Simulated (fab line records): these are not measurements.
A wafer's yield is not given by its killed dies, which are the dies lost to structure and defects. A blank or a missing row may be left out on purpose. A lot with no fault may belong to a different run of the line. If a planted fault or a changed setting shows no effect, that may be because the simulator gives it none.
8D (eight disciplines) problem report, filled in by code | flow n5 finfet | the parts of the form that need people (team, actions taken, sign-off) are left out

## 1. THE PROBLEM
Mean of barrier field endpoint s at N5_BEOL_M10_CMP_52: 34.0 s across 3 wafers in 2 lots; on wafers with no fault it is 28.7 s (standard deviation 0.68). Measured from the usual mean, that is +7.8 standard deviations.
The step: polishes, stops on SiCOH lowk, t overpolish 7 s, target thk 140 nm.
First seen on wafer L417.3, day 13 20:25, on cmp-04. The record has a number at this step for 31 wafers belonging to 11 lots. By rule, "out" or "out of limits" means more than 4 standard deviations away from the usual mean. The other wafers with a number count as sound.

## 2. WHAT THIS IS AND IS NOT
question                    | is                       | is not
which readings at this step | barrier field endpoint s | clearing platen down force psi, clearing platen rpm, head pressure psi
which lots                  | L417, L420               | L405, L406, L409, L410, L411, L412, L413, L415, L424
which wafers of those lots  | L417.3, L420.2, L420.3   | L417.5
read on which tools         | cmp-03, cmp-04           | cmp-02
when                        | from day 13 20:25        | up to then (25 sound wafers); but 3 sound wafers of L424 came after

## 3. THE SUSPECTS, EACH WITH WHAT RULES IT OUT
Counting: if a tool at a process step up to the reading ran every lot that is out, it stays a suspect. Sound lots after the first of them don't rule it out here, since some wafers of a struck lot are sound.
- pecvd-03 at N5_BEOL_M10_PECVD_70 (deposits SiO2 from TEOS/O2, target thk 20 nm, time 22.7 s): kept. It ran every lot that is out, first L417 (day 13 12:31); its last sound lot up to then is L415 (day 13 10:35).
- pvd sputter-03 at N5_BEOL_M10_PRE_CLEAN_45 (time 30 s): kept. It ran every lot that is out, first L417 (day 13 18:39); its last sound lot up to then is L411 (day 12 18:40).
- ald metal-04 at N5_BEOL_M10_ALD_74 (deposits TaN, target thk 2 nm, pulse time 2 s, purge time 3 s): kept. It ran every lot that is out, first L417 (day 13 18:43); its last sound lot up to then is L415 (day 13 13:32).
- Within ald metal-04 at N5_BEOL_M10_ALD_74: the wafers that are out ran in chambers 0, 2, 3; their sound lot-mates ran in chamber 1.
Left after counting: pecvd-03 at N5_BEOL_M10_PECVD_70, pvd sputter-03 at N5_BEOL_M10_PRE_CLEAN_45, ald metal-04 at N5_BEOL_M10_ALD_74.

## 4. THE CAUSE (what the simulator had put in)
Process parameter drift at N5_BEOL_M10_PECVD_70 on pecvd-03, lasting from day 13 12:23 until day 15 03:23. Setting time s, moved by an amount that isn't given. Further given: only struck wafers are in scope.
Counting left 3 suspects, and this tool is among them.

## 5. THE EFFECT CHAIN, in route order
Each row: a reading where the mean over the struck wafers with a number is more than 3 standard deviations away from the usual. Only readings whose record carries a usual standard deviation are examined. hours: median over the lots of the time between each lot's start at the first step of this table that gives one and its start at this step. sigmas: the change, counted in usual standard deviations.
hours | step               | reading                  | usual  | on struck wafers | change | sigmas
0     | N5_BEOL_M10_CMP_52 | barrier field endpoint s | 28.7 s | 34.0             | +5.3   | +7.8
The process steps in it:
- N5_BEOL_M10_CMP_52: polishes, stops on SiCOH lowk, t overpolish 7 s, target thk 140 nm.

## 6. WHAT WOULD HAVE CAUGHT IT SOONER
In this record the first reading out of limits was taken at day 13 20:25, 8 hours after the fault began at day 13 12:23.
Of the tool readings at N5_BEOL_M10_PECVD_70 for which the record gives a usual standard deviation, none was out on any struck wafer, so an alarm limit of 4 standard deviations on them would not have fired.
Of the lots that are out (2), L420 began N5_BEOL_M10_PECVD_70 on pecvd-03 after day 13 20:25. Had the tool been put on hold then, it would have been spared.
